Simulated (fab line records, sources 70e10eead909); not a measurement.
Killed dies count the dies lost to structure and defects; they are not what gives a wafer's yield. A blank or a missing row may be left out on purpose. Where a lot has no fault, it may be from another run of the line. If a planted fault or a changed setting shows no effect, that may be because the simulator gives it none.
Comparing a struck lot with a sound one || flow nand harc || 13 steps out of a route of 1159
Sound: wafers L795.1, L795.2, L795.4. Struck: wafers L794.1, L794.6. (L794.4 of the same lot was not struck and is left out.) The cause comes at the end.
At each step with rows: each side's tool, then ch and its chambers, then its first start. Under that, the readings that differ: sound wafers || struck wafers || difference of the means || sigmas: that difference in standard deviations of wafers without a fault.
alike: readings whose means differ by less than 2 such deviations, and words and numbers that are the same on both sides. not compared: withheld readings, readings that some wafer has no value for, bounds like >300 that may hide the same value, and numbers for which the record gives no deviation and whose values overlap.
The two part at a step that has a row with sigmas, a row that says differs or no value, or rows on one side only. When numbers do not overlap yet have no deviation, they are printed without sigmas and do not part them. A reading that every wafer of one side lacks parts them only if that side has two wafers or more.

NHARC_A_SLIT_ETCH_26: etches the open film in C4F8/O2/Ar, time 90 s, target depth 400 nm.
  sound on har etch-01 ch 0,1, day 15 03:27; struck on har etch-02 ch 0, day 15 06:20
{"reading": "showerhead plenum p Torr (Torr)", "sound": "3.83 3.83 3.83", "struck": "3.61 3.61", "difference": -0.22, "sigmas": -2}
  alike: bias v, chamber pressure mTorr, drypump motor current A, throttle valve pct
  not compared: rf hours counter h
then, 1 step without rows for these wafers: NHARC_A_SLIT_STRIP_28 (strips in O2/COS).
NHARC_A_SLIT_ETCH_29: etches the open film in CF4/O2, target depth 100 nm, overetch 10 nm, time 55 s.
  sound on rie diel-01 ch 0,1,3, day 15 04:04; struck on rie diel-02 ch 1,3, day 15 06:56
  alike: chamber pressure mTorr, drypump motor current A, oes product au, rf vpp V, showerhead plenum p Torr, throttle valve pct
  not compared: rf hours counter h
NHARC_A_SLIT_STRIP_18: strips in O2.
  sound: rie diel-01 ch 0,1,2; struck: rie diel-02 ch 1,2
  alike: chamber pressure mTorr, drypump motor current A, oes product au, rf vpp V, showerhead plenum p Torr, throttle valve pct
  not compared: rf hours counter h
then, 2 steps without rows for these wafers: NHARC_A_SLIT_PRECLEAN_19 (cleans in SC1); NHARC_A_SLIT_SRD_20.
NHARC_A_SLIT_CD_MEAS_21:
  sound on cd sem-01 at day 15 04:36; struck on cd sem-01 at day 15 07:33
  alike: cd nm
then, 3 steps without rows for these wafers: NHARC_A_SIN_REMOVE_WET_00 (chemistry H3PO4, time 15300 s); NHARC_A_SIN_REMOVE_PRECLEAN_01 (cleans in SC1); NHARC_A_SIN_REMOVE_SRD_02.
NHARC_A_SIN_REMOVE_INSPECT_04:
  sound on defect inspect-01 at day 15 12:15; struck on defect inspect-02 at day 15 15:16
{"reading": "raw defect count", "sound": "596 406 411", "struck": "235 214", "difference": -246, "sigmas": -3}
NHARC_A_WL_FILL_ALD_00: deposits Al2O3, target thk 3 nm, pulse time 3 s, ald cycles 30.
  sound on ald hk-01 ch 0,2,3, day 15 13:42; struck on ald hk-02 ch 2,3, day 15 15:22
{"reading": "ald cycles", "sound": "30 30 30", "struck": "24 24", "difference": -6, "sigmas": ""}
  alike: heater power w, precursor pulse height rel
  not compared: since wet clean h
NHARC_A_WL_FILL_RTA_01: time 5 s.
  sound on rtp anneal-01 ch 0, day 15 14:07; struck on rtp anneal-02 ch 0, day 15 15:35
{"reading": "lamp power pct (%)", "sound": "27.8 27.8 27.9", "struck": "30.3 30.3", "difference": "+2.5", "sigmas": "+2"}
{"reading": "lamp_zone_4_pct (%)", "sound": "27.9 27.8 27.8", "struck": "30.3 30.3", "difference": "+2.5", "sigmas": "+2"}
  alike: wafer_temp_C_max

WHERE THEY PART
At NHARC_A_SLIT_ETCH_26 first; at NHARC_A_WL_FILL_RTA_01 last (within this record only).

WHY: what had been put in by the simulator
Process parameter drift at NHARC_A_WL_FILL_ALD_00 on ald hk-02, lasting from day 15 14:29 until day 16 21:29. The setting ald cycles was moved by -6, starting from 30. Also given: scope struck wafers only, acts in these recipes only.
